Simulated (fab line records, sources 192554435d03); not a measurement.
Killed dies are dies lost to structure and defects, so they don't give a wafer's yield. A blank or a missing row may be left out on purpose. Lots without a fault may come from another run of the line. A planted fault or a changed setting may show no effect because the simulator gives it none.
Which tool did it? | flow n5_finfet | 12 lots, 34 wafers sampled, at 5 steps of a route of 1938

WHAT THE GAUGES READ, wafer by wafer
N5_BEOL_M7_CD_MEAS_18: pitch 80 nm, target cd 40 nm.
lot  | measured     | on        | cd_nm (nm)
L487 | day 9 01:17  | cd_sem-02 | 39.6 40.3 40.5
L488 | day 9 07:58  | cd_sem-02 | 39.0 39.0
L489 | day 10 02:44 | cd_sem-01 | 41.1 41.3 40.3
L492 | day 10 14:36 | cd_sem-02 | 39.9 40.7 40.7
L493 | day 10 19:19 | cd_sem-03 | 40.5 40.1 39.6
L494 | day 11 06:12 | cd_sem-02 | 40.9 41.8 40.4
L496 | day 11 23:05 | cd_sem-01 | 40.9 40.6 40.3
L500 | day 12 06:26 | cd_sem-02 | 41.7 41.6 40.7
L503 | day 13 09:40 | cd_sem-01 | 40.0 39.9 40.1
L505 | day 13 17:10 | cd_sem-03 | 40.6 40.5 40.0
L504 | day 13 22:27 | cd_sem-03 | 40.1 40.4
L509 | day 14 21:07 | cd_sem-03 | 40.6 40.6 40.6

N5_BEOL_M7_OVL_MEAS_29.
lot  | measured     | on         | V6_OVL (nm)
L487 | day 9 02:21  | overlay-01 | 0.4 1.0 0.1
L488 | day 9 11:20  | overlay-01 | -0.3 -0.1
L489 | day 10 05:05 | overlay-01 | -0.9 -0.5 -0.3
L492 | day 10 17:28 | overlay-01 | 9.1 8.7 8.4
L493 | day 10 21:21 | overlay-02 | 9.4 9.2 9.2
L494 | day 11 11:30 | overlay-01 | 9.4 9.6 10.3
L496 | day 12 00:16 | overlay-02 | 1.3 -0.3 -0.6
L500 | day 12 06:58 | overlay-02 | -1.4 -1.0 -1.3
L503 | day 13 10:59 | overlay-01 | 0.4 -1.2 -0.2
L505 | day 13 20:23 | overlay-02 | -0.4 0.1 -0.1
L504 | day 13 23:46 | overlay-02 | -1.0 -0.4
L509 | day 14 21:38 | overlay-01 | -0.5 -0.9 0.0

WHICH TOOL RAN EACH LOT (tool, then ch and the chambers of the sampled wafers, then the start)
lot  | N5_BEOL_M7_DESCUM_16               | N5_BEOL_M7_ETCH_61                 | N5_BEOL_M7_EXPOSE_25
L487 | rie_diel-04 ch 0,2,3, day 9 00:50  | rie_diel-04 ch 0,2,3, day 9 00:52  | euv_scanner-02 ch 0, day 9 02:11
L488 | rie_diel-05 ch 1,2, day 9 07:25    | rie_diel-05 ch 1,2, day 9 07:26    | euv_scanner-02 ch 0, day 9 11:10
L489 | rie_diel-05 ch 0,1, day 10 02:10   | rie_diel-05 ch 0,1, day 10 02:12   | euv_scanner-01 ch 0, day 10 04:56
L492 | rie_diel-05 ch 0,1,3, day 10 14:08 | rie_diel-05 ch 0,1,3, day 10 14:11 | euv_scanner-02 ch 0, day 10 17:18
L493 | rie_diel-01 ch 0,2, day 10 18:44   | rie_diel-01 ch 0,2, day 10 18:46   | euv_scanner-02 ch 0, day 10 21:11
L494 | rie_diel-04 ch 2,3, day 11 05:44   | rie_diel-04 ch 2,3, day 11 05:46   | euv_scanner-02 ch 0, day 11 11:20
L496 | rie_diel-04 ch 1,2, day 11 22:34   | rie_diel-04 ch 1,2, day 11 22:35   | euv_scanner-01 ch 0, day 12 00:07
L500 | rie_diel-04 ch 0,2,3, day 12 05:55 | rie_diel-04 ch 0,2,3, day 12 05:57 | euv_scanner-01 ch 0, day 12 06:48
L503 | rie_diel-01 ch 1,2,3, day 13 09:07 | rie_diel-01 ch 1,2,3, day 13 09:10 | euv_scanner-01 ch 0, day 13 10:50
L505 | rie_diel-01 ch 0,1, day 13 16:41   | rie_diel-01 ch 0,1, day 13 16:43   | euv_scanner-01 ch 0, day 13 20:13
L504 | rie_diel-01 ch 1,3, day 13 21:59   | rie_diel-01 ch 1,3, day 13 22:01   | euv_scanner-01 ch 0, day 13 23:36
L509 | rie_diel-05 ch 0,2,3, day 14 20:31 | rie_diel-05 ch 0,2,3, day 14 20:32 | euv_scanner-01 ch 0, day 14 21:28
- N5_BEOL_M7_DESCUM_16: chemistry O2, time 7.9 s.
- N5_BEOL_M7_ETCH_61: etches SiARC in CF4, target depth 45.5 nm, time 75.8 s.
- N5_BEOL_M7_EXPOSE_25: exposes mask V6, target cd 40 nm.

WHAT THE TOOLS THEMSELVES READ (means of the sampled wafers that have a number; where no wafer has one, the mark that the record gives instead)
N5_BEOL_M7_DESCUM_16.
lot  | tool        | drypump_motor_current_A (A) | o2_flow_sccm (sccm) | oes_product_au (a.u.) | rf_vpp_V (V) | showerhead_plenum_p_Torr (Torr) | throttle_valve_pct (%)
L487 | rie_diel-04 | 6.1                         | 225.7               | 0.70                  | 243.5        | 2.09                            | 20.51
L488 | rie_diel-05 | 5.5                         | 225.0               | 0.74                  | 242.3        | 2.04                            | 20.48
L489 | rie_diel-05 | 5.8                         | 225.2               | 0.76                  | 242.3        | 2.06                            | 20.54
L492 | rie_diel-05 | 5.9                         | 225.7               | 0.76                  | 242.8        | 2.10                            | 20.55
L493 | rie_diel-01 | 5.8                         | 225.0               | 0.87                  | 243.8        | 2.10                            | 20.41
L494 | rie_diel-04 | 6.1                         | 226.0               | 0.80                  | 242.3        | 2.04                            | 20.42
L496 | rie_diel-04 | 6.2                         | 224.5               | 0.72                  | 242.2        | 2.03                            | 20.67
L500 | rie_diel-04 | 6.1                         | 225.6               | 0.88                  | 243.5        | 2.08                            | 20.27
L503 | rie_diel-01 | 5.3                         | 225.8               | 0.83                  | 243.5        | 2.09                            | 20.39
L505 | rie_diel-01 | 5.9                         | 224.8               | 0.83                  | 243.7        | 2.15                            | 20.20
L504 | rie_diel-01 | 5.3                         | 225.1               | 0.81                  | 243.4        | 2.12                            | 20.38
L509 | rie_diel-05 | 5.7                         | 225.0               | 0.74                  | 243.1        | 2.11                            | 20.45

N5_BEOL_M7_ETCH_61.
lot  | tool        | drypump_motor_current_A (A) | etch_rf_on_time_s (s) | oes_product_au (a.u.) | rf_vpp_V (V) | showerhead_plenum_p_Torr (Torr) | throttle_valve_pct (%)
L487 | rie_diel-04 | 6.1                         | 77.0                  | 0.60                  | 183.7        | 2.15                            | 15.81
L488 | rie_diel-05 | 5.5                         | 76.9                  | 0.62                  | 183.9        | 2.09                            | 15.65
L489 | rie_diel-05 | 5.8                         | 77.1                  | 0.64                  | 184.5        | 2.12                            | 15.68
L492 | rie_diel-05 | 5.9                         | 77.1                  | 0.65                  | 185.5        | 2.15                            | 15.76
L493 | rie_diel-01 | 5.8                         | 76.2                  | 0.75                  | 184.2        | 2.14                            | 15.46
L494 | rie_diel-04 | 6.1                         | 75.8                  | 0.69                  | 183.9        | 2.11                            | 15.71
L496 | rie_diel-04 | 6.2                         | 75.7                  | 0.63                  | 184.2        | 2.09                            | 15.87
L500 | rie_diel-04 | 6.1                         | 76.0                  | 0.75                  | 183.9        | 2.15                            | 15.51
L503 | rie_diel-01 | 5.4                         | 73.7                  | 0.72                  | 184.1        | 2.13                            | 15.48
L505 | rie_diel-01 | 5.9                         | 73.9                  | 0.71                  | 184.9        | 2.18                            | 15.31
L504 | rie_diel-01 | 5.4                         | 72.5                  | 0.70                  | 184.5        | 2.15                            | 15.46
L509 | rie_diel-05 | 5.7                         | 75.1                  | 0.63                  | 184.0        | 2.18                            | 15.71

THE ANSWER, worked out from the rows above alone
Rule: what is usual is taken from the lots themselves. Put in order of their means at a reading, lots are off if they are a third of the lots or fewer, leave a main group of 4 or more, and stand apart from it by a gap of 3 or more times the standard deviation of the main group's means; of several such gaps the widest counts. A main group whose means are all the same, to the digits that the tables above print for the reading, isn't used. A lot without any number at a reading at which 4 lots or more have one is off too. The other lots that the step has rows for count as sound. The gauges are gone through in route order, then the tools' own readings, and for those a lot's mean is taken as printed above. The first step at which some lot is off is used, and at that step the reading that is off furthest; a lot without a number counts as furthest.
Off: L492, L493, L494, at N5_BEOL_M7_OVL_MEAS_29 (V6_OVL). The main group: mean -0.3 nm, standard deviation 0.47.
A tool fits if, at a process step before that reading, it ran every lot that is off, and no sound lot after the first of them. The gauges at N5_BEOL_M7_OVL_MEAS_29 are tried like those tools. One fits: euv_scanner-02 at N5_BEOL_M7_EXPOSE_25. Its last sound lot is L488 (day 9 11:10), its first lot that is off L492 (day 10 17:18): a fault that began between those two fits.

WHAT THE SIMULATOR HAD PUT IN
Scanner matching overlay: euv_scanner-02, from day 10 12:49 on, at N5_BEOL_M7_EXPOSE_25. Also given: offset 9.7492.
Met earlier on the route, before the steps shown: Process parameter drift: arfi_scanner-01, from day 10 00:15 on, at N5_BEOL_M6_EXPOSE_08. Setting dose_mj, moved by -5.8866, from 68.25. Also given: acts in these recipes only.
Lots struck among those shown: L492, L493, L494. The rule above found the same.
